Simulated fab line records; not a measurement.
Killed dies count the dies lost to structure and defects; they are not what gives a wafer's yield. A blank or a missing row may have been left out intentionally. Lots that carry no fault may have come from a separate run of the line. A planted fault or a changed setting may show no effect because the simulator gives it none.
Split-lot experiment    flow n5Finfet    route with 1938 steps; 7 lots, 21 wafers read

== THE SPLIT ITSELF ==
At N5_ZERO_LAYER_ETCH_18 (etches Si in HBr/Cl2, target depth 120 nm, time 40 s), the setting icpW was moved away from the recipe's 800 W on 6 of the 21 wafers read, by -16.4% to +6.5%. All remaining wafers had this setting at the recipe value.

The reading comes from the split's own step.

== THE READING ==
ZERO_LAYER.featureDepthNm (the simulator's own value, which no gauge read), in nm, at N5_ZERO_LAYER_ETCH_18 (etches Si in HBr/Cl2, target depth 120 nm, time 40 s). The file gives no usual value for it. Average 121.4 nm, standard deviation 2.9 nm, over the 15 wafers here run with the recipe.

wafer   tool, chamber at the split  icpW as run, W  against the recipe  ZERO_LAYER.featureDepthNm, nm  against lot-mates on the recipe
L074.2  rieSi-03, 3                 800             recipe              123.4                          -
L074.5  rieSi-03, 2                 683.2           -14.6%              107.5                          -15.5
L074.6  rieSi-03, 3                 800             recipe              122.6                          -
L082.1  rieSi-03, 3                 675.7           -15.5%              114.3                          -4.4
L082.3  rieSi-03, 2                 800             recipe              116.8                          -
L082.5  rieSi-03, 0                 800             recipe              120.5                          -
L089.2  rieSi-03, 1                 800             recipe              122.3                          -
L089.3  rieSi-03, 2                 800             recipe              117                            -
L089.5  rieSi-03, 0                 800             recipe              119.9                          -
L090.3  rieSi-05, 3                 668.8           -16.4%              110.6                          -15.0
L090.5  rieSi-05, 1                 668.8           -16.4%              105.2                          -20.4
L090.6  rieSi-05, 2                 800             recipe              125.6                          -
L093.1  rieSi-06, 0                 800             recipe              123.1                          -
L093.4  rieSi-06, 1                 800             recipe              121.6                          -
L093.6  rieSi-06, 2                 800             recipe              121.2                          -
L094.1  rieSi-05, 3                 852.3           +6.5%               124.2                          +8.6
L094.3  rieSi-05, 1                 800             recipe              115.6                          -
L094.4  rieSi-05, 0                 852.3           +6.5%               124                            +8.4
L097.1  rieSi-06, 0                 800             recipe              122.9                          -
L097.3  rieSi-06, 3                 800             recipe              124.2                          -
L097.4  rieSi-06, 1                 800             recipe              124.6                          -

FIT RESULTS
A straight line over all 21 wafers: ZERO_LAYER.featureDepthNm changes by +0.72 nm for each +1% of icpW; r = +0.86; the points scatter about the line by 3.1 nm.
The same after taking each lot's own level away (the mean of its wafers on the recipe; 21 wafers): +0.932 nm for each +1%; r = +0.91; scatter 3 nm.
According to that fit, moving icpW by its largest amount changes the reading by 15 nm.
The span of the lots' own levels, 115.60 to 125.60 nm, comes to 3.5 times the standard deviation stated above.
In other words, the slope is changed by the lot-to-lot level; the two fits disagree.
Check: -14.9 nm against its lot-mates is what the line predicts for one of the wafers moved furthest among these (-16.4%) when that wafer is left out of the fit. Against them it came out at -15 nm.

== ADDITIONAL SPLITS CARRIED BY THESE WAFERS ==
Before the reading, these wafers also passed through other splits. Each is held against what the fit with the lots' levels taken away leaves over:
other split on the same wafers  wafers away from the commonest value  r with ZERO_LAYER.featureDepthNm (lot level and that fit taken away)
N5_ZERO_LAYER_PECVD_02 timeS    6                                     -0.27

== THE WHOLE CHAIN: every reading that the file lists as answering this split, in the file's order ==
step                   what it does                                          reading                                                                     change (the file's fit)                r (the file's)
N5_ZERO_LAYER_ETCH_18  etches Si in HBr/Cl2, target depth 120 nm, time 40 s  etch.depthNm (the simulator's own value, which no gauge read)               +0.834 nm for each +1% of the setting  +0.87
N5_ZERO_LAYER_ETCH_18  etches Si in HBr/Cl2, target depth 120 nm, time 40 s  ZERO_LAYER.featureDepthNm (the simulator's own value, which no gauge read)  +0.834 nm for each +1% of the setting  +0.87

== FILE'S OWN FIT ==
ZERO_LAYER.featureDepthNm changes by +0.834 nm for each +1% of icpW, r = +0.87.
